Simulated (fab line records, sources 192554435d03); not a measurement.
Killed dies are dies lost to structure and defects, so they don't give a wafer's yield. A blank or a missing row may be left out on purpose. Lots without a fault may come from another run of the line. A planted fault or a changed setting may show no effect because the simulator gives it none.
One fault seen from 2 desks | flow n5_finfet | each desk has only its own numbers; what lay behind them comes last

THE TOOL OWNER'S DESK: krf_scanner-02
The tool's own readings at N5_BEOL_M15_EXPOSE_07 (exposes mask V14): means of the sampled wafers that have a number, for each lot that ran on this tool. A lot is out of limits, marked OUT, if its mean lies more than 4 standard deviations from the usual mean; the brackets give that distance.
Columns: A = exposure_dose_mJ_cm2 at N5_BEOL_M15_EXPOSE_07, usual 41.19; B = stage_vel_mm_s at N5_BEOL_M15_EXPOSE_07, usual 500.03 mm/s
lot  | first seen here | A               | B
L923 | day 19 07:44    | 41.21           | 500.22
L929 | day 19 19:47    | 41.19           | 500.02
L939 | day 21 23:04    | 41.18           | 500.22
L937 | day 21 23:19    | 40.57 (-12) OUT | 499.97
L938 | day 22 05:31    | 40.65 (-11) OUT | 500.34
This desk's finding: out of limits on L937, L938; first on L937, day 21 23:19 (exposure_dose_mJ_cm2 at N5_BEOL_M15_EXPOSE_07). In limits: L923, L929, L939.

THE METROLOGY DESK
What the gauges read, lot by lot, whatever tool the lot ran on: means of the sampled wafers that have a number. A lot is out of limits, marked OUT, if its mean lies more than 4 standard deviations from the usual mean; the brackets give that distance.
Columns: A = V14_OVL at N5_BEOL_M15_OVL_MEAS_11, usual 0 nm
lot  | first seen here | A
L926 | day 18 12:27    | 1
L928 | day 19 05:44    | 7
L923 | day 19 07:56    | 1
L929 | day 19 19:59    | -1
L933 | day 19 21:00    | 1
L931 | day 21 10:23    | 5
L936 | day 21 23:06    | -10
L939 | day 21 23:16    | -4
L937 | day 21 23:31    | -7
L938 | day 22 05:43    | 1
L945 | day 23 23:26    | 1
This desk's finding: nothing out of limits on any of the 11 lots.

PUT TOGETHER
The tool owner's desk could have raised an alarm at day 21 23:19, on L937, L938.
The metrology desk saw nothing out of limits.
The metrology desk has L937, L938 on record, within its limits.
Of the lots named, all ran N5_BEOL_M15_EXPOSE_07 on krf_scanner-02.

WHAT THE SIMULATOR HAD PUT IN
Process parameter drift: krf_scanner-02, from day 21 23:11 on, at N5_BEOL_M15_EXPOSE_07. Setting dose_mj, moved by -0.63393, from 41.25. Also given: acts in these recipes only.
Lots struck among those shown: L937, L938.
Hours from the fault's start to each desk's first reading out of limits: the tool owner's desk, 0.
